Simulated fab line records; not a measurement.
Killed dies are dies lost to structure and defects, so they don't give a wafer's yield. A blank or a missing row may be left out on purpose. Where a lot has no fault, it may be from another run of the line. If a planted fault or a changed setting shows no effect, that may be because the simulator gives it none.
Split-lot trial :: flow n5Finfet :: 21 wafers read from 7 lots, route of 1938 steps

== THE SPLIT ITSELF ==
At N5_BEOL_M5_COAT_59 (time 60 s, resist thk 60 nm), the setting spinRpm was moved away from the recipe's 1500 rpm on 9 of the 21 wafers read, by -11.1% to +10.0%. For the rest of the wafers, this setting stayed at what the recipe calls for.

== FROM THE SPLIT TO THE READING: what the file shows between them, 3 steps ==
- N5_BEOL_M5_DESCUM_16: chemistry O2, time 7 s (also split here: timeS)
- N5_BEOL_M5_ETCH_72: etches underlayer in N2/H2, target depth 6.5 nm, time 5.2 s
- N5_BEOL_M5_ETCH_61: etches SiARC in CF4, target depth 15.6 nm, time 26 s

== THE READING ==
etch.depthNm (the simulator's own value, which no gauge read), in nm, at N5_BEOL_M5_ETCH_62 (etches SOC in N2/H2, target depth 75 nm, overetch 15 nm, time 112.5 s). There is no usual value for it anywhere in the file. Across the 12 wafers here that went through the recipe, the average is 59.91 nm and the standard deviation 0.17 nm.

wafer: L074.1
tool, chamber at the split: lithoTrack-01, 0
spinRpm as run, rpm: 1500
against the recipe: recipe
etch.depthNm, nm: 59.79
against lot-mates on the recipe: -

wafer: L074.3
tool, chamber at the split: lithoTrack-01, 0
spinRpm as run, rpm: 1500
against the recipe: recipe
etch.depthNm, nm: 59.77
against lot-mates on the recipe: -

wafer: L074.5
tool, chamber at the split: lithoTrack-01, 0
spinRpm as run, rpm: 1500
against the recipe: recipe
etch.depthNm, nm: 59.71
against lot-mates on the recipe: -

wafer: L077.1
tool, chamber at the split: lithoTrack-02, 0
spinRpm as run, rpm: 1500
against the recipe: recipe
etch.depthNm, nm: 59.96
against lot-mates on the recipe: -

wafer: L077.3
tool, chamber at the split: lithoTrack-02, 0
spinRpm as run, rpm: 1336
against the recipe: -10.9%
etch.depthNm, nm: 63.7
against lot-mates on the recipe: +3.74

wafer: L077.6
tool, chamber at the split: lithoTrack-02, 0
spinRpm as run, rpm: 1336
against the recipe: -10.9%
etch.depthNm, nm: 63.56
against lot-mates on the recipe: +3.60

wafer: L079.1
tool, chamber at the split: lithoTrack-02, 0
spinRpm as run, rpm: 1500
against the recipe: recipe
etch.depthNm, nm: 59.91
against lot-mates on the recipe: -

wafer: L079.3
tool, chamber at the split: lithoTrack-02, 0
spinRpm as run, rpm: 1500
against the recipe: recipe
etch.depthNm, nm: 59.83
against lot-mates on the recipe: -

wafer: L079.6
tool, chamber at the split: lithoTrack-02, 0
spinRpm as run, rpm: 1500
against the recipe: recipe
etch.depthNm, nm: 59.68
against lot-mates on the recipe: -

wafer: L083.1
tool, chamber at the split: lithoTrack-02, 0
spinRpm as run, rpm: 1650
against the recipe: +10.0%
etch.depthNm, nm: 57.21
against lot-mates on the recipe: -2.85

wafer: L083.6
tool, chamber at the split: lithoTrack-02, 0
spinRpm as run, rpm: 1650
against the recipe: +10.0%
etch.depthNm, nm: 57.21
against lot-mates on the recipe: -2.85

wafer: L083.5
tool, chamber at the split: lithoTrack-02, 0
spinRpm as run, rpm: 1500
against the recipe: recipe
etch.depthNm, nm: 60.06
against lot-mates on the recipe: -

wafer: L086.1
tool, chamber at the split: lithoTrack-01, 0
spinRpm as run, rpm: 1500
against the recipe: recipe
etch.depthNm, nm: 60.14
against lot-mates on the recipe: -

wafer: L086.2
tool, chamber at the split: lithoTrack-01, 0
spinRpm as run, rpm: 1642
against the recipe: +9.5%
etch.depthNm, nm: 57.45
against lot-mates on the recipe: -2.69

wafer: L086.3
tool, chamber at the split: lithoTrack-01, 0
spinRpm as run, rpm: 1642
against the recipe: +9.5%
etch.depthNm, nm: 57.38
against lot-mates on the recipe: -2.76

wafer: L087.1
tool, chamber at the split: lithoTrack-01, 0
spinRpm as run, rpm: 1361
against the recipe: -9.3%
etch.depthNm, nm: 63.24
against lot-mates on the recipe: +2.97

wafer: L087.5
tool, chamber at the split: lithoTrack-01, 0
spinRpm as run, rpm: 1500
against the recipe: recipe
etch.depthNm, nm: 60.27
against lot-mates on the recipe: -

wafer: L087.6
tool, chamber at the split: lithoTrack-01, 0
spinRpm as run, rpm: 1361
against the recipe: -9.3%
etch.depthNm, nm: 63.11
against lot-mates on the recipe: +2.84

wafer: L095.1
tool, chamber at the split: lithoTrack-05, 0
spinRpm as run, rpm: 1500
against the recipe: recipe
etch.depthNm, nm: 59.92
against lot-mates on the recipe: -

wafer: L095.3
tool, chamber at the split: lithoTrack-05, 0
spinRpm as run, rpm: 1500
against the recipe: recipe
etch.depthNm, nm: 59.93
against lot-mates on the recipe: -

wafer: L095.4
tool, chamber at the split: lithoTrack-05, 0
spinRpm as run, rpm: 1334
against the recipe: -11.1%
etch.depthNm, nm: 63.47
against lot-mates on the recipe: +3.55

THE FIT
A straight line over all 21 wafers: etch.depthNm changes by -0.307 nm for each +1% of spinRpm; r = -0.99; the points scatter about the line by 0.24 nm.
The same after taking each lot's own level away (the mean of its wafers on the recipe; 21 wafers): -0.308 nm for each +1%; r = -1.00; scatter 0.13 nm.
That fit puts the effect of the largest move of spinRpm on the reading at 3.4 nm.
The lots' own levels span 59.757 to 60.270 nm, that is 3.0 times the standard deviation above.
The two slopes agree, so the slope changes little with the lot-to-lot level.
Check: with one of the wafers moved furthest among these (-11.1%) left out of the fit, the line predicts +3.48 nm for it against its lot-mates. Against them it came out at +3.55 nm.

== FURTHER SPLITS ON THESE WAFERS ==
Other splits were also applied to these wafers ahead of the reading. Each is held against what the fit with the lots' levels taken away leaves over:
other split on the same wafers: N5_SD_ACTIVATION_LSA_01 tempC
wafers away from the commonest value: 11
r with etch.depthNm (lot level and that fit taken away): -0.21

other split on the same wafers: N5_HKMG_FIN_DESCUM_53 timeS
wafers away from the commonest value: 7
r with etch.depthNm (lot level and that fit taken away): +0.11

other split on the same wafers: N5_HKMG_FIN_ETCH_54 sourceW
wafers away from the commonest value: 5
r with etch.depthNm (lot level and that fit taken away): +0.18

other split on the same wafers: N5_GATE_CUT_ETCH_58 biasW
wafers away from the commonest value: 7
r with etch.depthNm (lot level and that fit taken away): -0.13

other split on the same wafers: N5_MOL_CONTACT_COAG_EXPOSE_37 doseMj
wafers away from the commonest value: 5
r with etch.depthNm (lot level and that fit taken away): -0.01

other split on the same wafers: N5_BEOL_M0_SAQP_ETCH_107 sourceW
wafers away from the commonest value: 4
r with etch.depthNm (lot level and that fit taken away): +0.12

other split on the same wafers: N5_BEOL_M0_SAQP_COAT_34 spinRpm
wafers away from the commonest value: 9
r with etch.depthNm (lot level and that fit taken away): +0.12

other split on the same wafers: N5_BEOL_M0_ETCH_109 biasW
wafers away from the commonest value: 4
r with etch.depthNm (lot level and that fit taken away): +0.24

other split on the same wafers: N5_BEOL_M2_PECVD_72 timeS
wafers away from the commonest value: 9
r with etch.depthNm (lot level and that fit taken away): +0.12

other split on the same wafers: N5_BEOL_M4_COAT_67 spinRpm
wafers away from the commonest value: 3
r with etch.depthNm (lot level and that fit taken away): +0.05

other split on the same wafers: N5_BEOL_M5_DESCUM_16 timeS
wafers away from the commonest value: 7
r with etch.depthNm (lot level and that fit taken away): +0.39

== THE WHOLE CHAIN: every reading that the file lists as answering this split, in the file's order ==
step: N5_BEOL_M5_COAT_59
what it does: time 60 s, resist thk 60 nm
reading: SOC_of_BEOL_M5_COAT_59.thkNm (the simulator's own value, which no gauge read)
change (the file's fit): -0.31 nm for each +1% of the setting
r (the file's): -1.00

step: N5_BEOL_M5_ETCH_62
what it does: etches SOC in N2/H2, target depth 75 nm, overetch 15 nm, time 112.5 s
reading: etch.depthNm (the simulator's own value, which no gauge read)
change (the file's fit): -0.31 nm for each +1% of the setting
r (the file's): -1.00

== FILE'S OWN FIT ==
etch.depthNm changes by -0.31 nm for each +1% of spinRpm, r = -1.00.
